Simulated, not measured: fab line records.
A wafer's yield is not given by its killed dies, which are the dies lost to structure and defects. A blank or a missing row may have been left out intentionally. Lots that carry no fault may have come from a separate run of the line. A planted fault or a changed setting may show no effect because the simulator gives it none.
A lot that was struck, set against a sound lot || flow n5Finfet || 26 steps out of a route of 1938
Sound: wafers L638.1, L638.2, L638.3. The struck wafers were L649.1, L649.3, L649.6. Last of all comes the cause.
At each step with rows: each side's tool, then ch and its chambers, then its first start. Under that, the readings that differ: sound wafers || struck wafers || difference of the means || sigmas: that difference in standard deviations of wafers without a fault.
alike: same words and numbers on both sides, and readings whose means sit less than 2 such deviations apart. not compared: any withheld reading, any reading some wafer has no value for, any bound like >300 that may hide the same value, and any number with overlapping values for which the record gives no deviation.
Wherever a step has rows on one side only, a row that says differs or no value, or a row with sigmas, the two part there. When numbers do not overlap yet have no deviation, they are printed without sigmas and do not part them. A reading missing from all wafers of one side parts the sides only when that side holds two or more wafers.

N5_BEOL_M14_SPUTTER_45: material Cu, target thk 100 nm, time 16.67 s.
  sound: pvdSputter-02 at day 10 14:38; struck: pvdSputter-02 at day 14 03:17
  alike: throttleValvePct
then, 1 step without rows for these wafers: N5_BEOL_M14_ECD_47 (material Cu, target thk 1248 nm).
N5_BEOL_M14_ANNEAL_48: time 90 s.
  sound on rtpAnneal-02 ch 0, day 10 15:13; struck on rtpAnneal-02 ch 0, day 14 04:27
  alike: annealTempCMax, wafer_temp_C_max
then, 1 step without rows for these wafers: N5_BEOL_M14_CMP_49 (polishes, stops on SiO2, t overpolish 5.2 s, target thk 560 nm).
N5_BEOL_M14_THK_MEAS_50: measures by xrf.
  sound: filmMetro-02 at day 10 15:49; struck: filmMetro-02 at day 14 05:02
  alike: M14_THK
then, 1 step without rows for these wafers: N5_BEOL_M14_PRE_CLEAN_52 (time 15 s).
N5_BEOL_M14_DEP_53: deposits SiCN from 3MS/NH3, target thk 50 nm, time 17.8 s.
  sound on pecvd-02 ch 0,1,2, day 10 15:52; struck on pecvd-01 ch 0,2, day 14 05:06
  alike: showerheadPlenumPTorr, throttleValvePct
N5_BEOL_M14_RS_MEAS_54: the measuring method here is four-point-probe.
  sound: filmMetro-01 at day 10 15:56; struck: filmMetro-02 at day 14 05:10
  alike: M14_RS
N5_BEOL_M14_INSPECT_55: inspects for defects (darkfield).
  sound: defectInspect-02 at day 10 15:58; struck: defectInspect-02 at day 14 05:12
  alike: rawDefectCount
then, 1 step without rows for these wafers: N5_BEOL_M15_ILD_DEP_00 (deposits SiO2 from TEOS/O2, target thk 1629.3 nm, time 346.1 s).
N5_BEOL_M15_THK_MEAS_01:
  sound: filmMetro-02 at day 10 16:22; struck: filmMetro-01 at day 14 05:29
  alike: M15_ILD_THK
then, 1 step without rows for these wafers: N5_BEOL_M15_COAT_58 (time 60 s, resist thk 89 nm).
N5_BEOL_M15_COAT_04: resist thk 800 nm.
  sound on lithoTrack-01 ch 0, day 10 16:24; struck on lithoTrack-04 ch 0, day 14 05:31
{"reading": "spinSpeedRpm (rpm)", "sound": "1703.9 1705.9 1706.2", "struck": "1838.4 1837.4 1837.9", "difference": "+132.6", "sigmas": "+99 or more"}
{"reading": "model.coat_of_BEOL_M15_COAT_04.thkNm (nm)", "sound": "799.4 797.4 800", "struck": "773.6 773 771", "difference": -26.4, "sigmas": ""}
  alike: resistLineTempC
then, 6 steps without rows for these wafers: N5_BEOL_M15_EBR_06; N5_BEOL_M15_SOFTBAKE_05 (time 60 s); N5_BEOL_M15_EXPOSE_07 (exposes mask V14); N5_BEOL_M15_PEB_08 (peb time 90 s); N5_BEOL_M15_DEVELOP_09 (develop time 45 s); N5_BEOL_M15_HARDBAKE_14 (time 120 s).
N5_BEOL_M15_CD_MEAS_10 targets a cd of 360 nm.
  sound on cdSem-01 ch 0, day 10 16:47; struck on cdSem-01 ch 0, day 14 05:55
  alike: cdNm
N5_BEOL_M15_OVL_MEAS_11:
  sound on overlay-02 ch 0, day 10 16:49; struck on overlay-01 ch 0, day 14 05:56
  alike: V14_OVL
N5_BEOL_M15_INSPECT_12: inspects for defects (macro).
  sound: defectInspect-02 at day 10 16:51; struck: defectInspect-01 at day 14 05:58
  alike: rawDefectCount
N5_BEOL_M15_DESCUM_15: chemistry O2, time 7.9 s.
  sound on rieDiel-01 ch 0,1,2, day 10 16:53; struck on rieDiel-01 ch 0,2, day 14 06:00
  alike: drypumpMotorCurrentA, oesProductAu, rfVppV, showerheadPlenumPTorr, tempC, throttleValvePct
  not compared: rfHoursCounterH
then, 1 step without rows for these wafers: N5_BEOL_M15_ETCH_59 (etches BARC in N2/H2, target depth 89 nm, overetch 26.7 nm, time 67.9 s).
N5_BEOL_M15_VIA_ETCH_16: etches SiO2 in C4F8/O2/Ar, target depth 1792.2 nm.
  sound on rieDiel-01 ch 0,1,2, day 10 16:58; struck on rieDiel-01 ch 0,2, day 14 06:05
{"reading": "model.coat_of_BEOL_M15_COAT_04.thkNm (nm)", "sound": "333.8 329.2 331.6", "struck": "305.4 319.2 302.8", "difference": -22.4, "sigmas": ""}
  alike: biasW, drypumpMotorCurrentA, mfcArSccm, oesProductAu, rfVppV, showerheadPlenumPTorr, throttleValvePct
N5_BEOL_M15_STRIP_63: strips in O2.
  sound on rieDiel-01 ch 0,1,2; struck on rieDiel-01 ch 0,2
  alike: drypumpMotorCurrentA, oesProductAu, rfVppV, showerheadPlenumPTorr, tempC, throttleValvePct
  not compared: rfHoursCounterH

WHERE THEY PART
Only at N5_BEOL_M15_COAT_04, as far as this record shows. Later steps at which nothing parts them and some readings are alike: N5_BEOL_M15_CD_MEAS_10, N5_BEOL_M15_OVL_MEAS_11, N5_BEOL_M15_INSPECT_12, N5_BEOL_M15_DESCUM_15, N5_BEOL_M15_VIA_ETCH_16, N5_BEOL_M15_STRIP_63.

WHY: the cause the simulator had injected
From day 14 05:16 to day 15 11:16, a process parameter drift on lithoTrack-04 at N5_BEOL_M15_COAT_04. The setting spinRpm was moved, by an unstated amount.
